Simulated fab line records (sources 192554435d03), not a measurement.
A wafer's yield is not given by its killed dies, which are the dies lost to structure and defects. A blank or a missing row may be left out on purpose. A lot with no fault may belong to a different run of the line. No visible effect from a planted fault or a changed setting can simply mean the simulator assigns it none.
Code-filled problem report in 8D (eight disciplines) form | flow n5 finfet | the parts of the form that need people (team, actions taken, sign-off) are left out

== 1. WHAT WENT WRONG ==
CJ_P at N5_BEOL_M4_RC_MEAS_101 reads a mean of 3.95 on 3 wafers of 2 lots; wafers without a fault read 5.81 with a standard deviation of 0.16. Relative to the usual mean, that is a shift of -12 standard deviations.
Earliest sighting: wafer L175.3 on prober-01 at day 9 10:25. The record has a number at this step for 30 wafers belonging to 10 lots. By rule, "out" or "out of limits" means more than 4 standard deviations away from the usual mean. Any other wafer with a number is counted as sound.

== 2. WHAT IT IS; WHAT IT IS NOT ==
question                    | is                     | is not
which readings at this step | CJ_P                   | DIBL_N, IOFF_N, ION_N, SS_N, SS_P, VT_N, VT_P
which lots                  | L175, L176             | L168, L171, L172, L173, L185, L186, L188, L190
which wafers of those lots  | L175.3, L176.1, L176.2 | L175.5, L175.6, L176.5
read on which gauges        | prober-01              | prober-02
when                        | from day 9 10:25       | up to then (14 sound wafers); but 13 sound wafers of L176, L185, L186, L188, L190 came after

== 3. THE SUSPECTS, EACH WITH WHAT RULES IT OUT ==
Counting: if a tool at a process step up to the reading ran every lot that is out, it stays a suspect. Sound lots after the first of them don't rule it out here, since some wafers of a struck lot are sound.
- the gauge at N5_BEOL_M4_RC_MEAS_101: kept. All the wafers that are out were read on prober-01, and no step on other tools shows them out.
- rie si-01 at N5_SD_EPI_P_SD_RECESS_17 (chemistry HBr/Cl2/O2, target depth 39.1 nm, bt time 3 s): kept. It processed each lot that is out (first: L175, day 5 02:31); up to then, its last sound lot is L173 (day 4 15:13).
The count leaves prober-01 at N5_BEOL_M4_RC_MEAS_101 and rie si-01 at N5_SD_EPI_P_SD_RECESS_17.

== 4. THE CAUSE (what the simulator had put in) ==
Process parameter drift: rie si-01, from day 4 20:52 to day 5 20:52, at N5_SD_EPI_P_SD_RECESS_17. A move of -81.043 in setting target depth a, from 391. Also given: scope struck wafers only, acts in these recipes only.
Counting left 2 suspects, and this tool is among them.

== 5. THE EFFECT CHAIN, in route order ==
Each row: a reading whose mean over the struck wafers that have a number lies more than 3 standard deviations from the usual. Only readings whose record carries a usual standard deviation are examined. hours: median over the lots of the time between each lot's start at the first step of this table that gives one and its start at this step. sigmas: the change, counted in usual standard deviations.
hours | step                    | reading          | usual        | on struck wafers | change | sigmas
0     | N5_BEOL_M4_RC_MEAS_101  | CJ_P             | 5.81         | 3.95             | -1.86  | -12
0     | N5_BEOL_M4_RC_MEAS_101  | ION_P            | 462 uA/um    | 429              | -33    | -3.9
0     | N5_BEOL_M4_RC_MEAS_101  | REXT_P           | 100.4 ohm.um | 108.6            | +8.2   | +3.9
99    | N5_PASSIVATION_PROBE_49 | sort_bin_8_speed | 0.1 %        | 45.3             | +45.2  | +65
99    | N5_PASSIVATION_PROBE_49 | sort n pass      | 1077         | 552              | -525   | -28
99    | N5_PASSIVATION_PROBE_49 | sort yield pct   | 91.3 %       | 46.8             | -44.5  | -28
Here are the process steps it includes:
- N5_PASSIVATION_PROBE_49

== 6. HOW IT WOULD HAVE BEEN CAUGHT EARLIER ==
110 hours passed between the start of the fault at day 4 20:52 and the first reading out of limits at a measuring or inspecting step in this record, taken at day 9 10:25.
Of the tool readings at N5_SD_EPI_P_SD_RECESS_17 for which the record gives a usual standard deviation, none was out on any struck wafer, so an alarm limit of 4 standard deviations on them would not have fired.
Each of the lots that are out, 2 in all, had begun N5_SD_EPI_P_SD_RECESS_17 on rie si-01 no later than day 9 10:25. Had the tool been put on hold then, not one of them would have been saved.
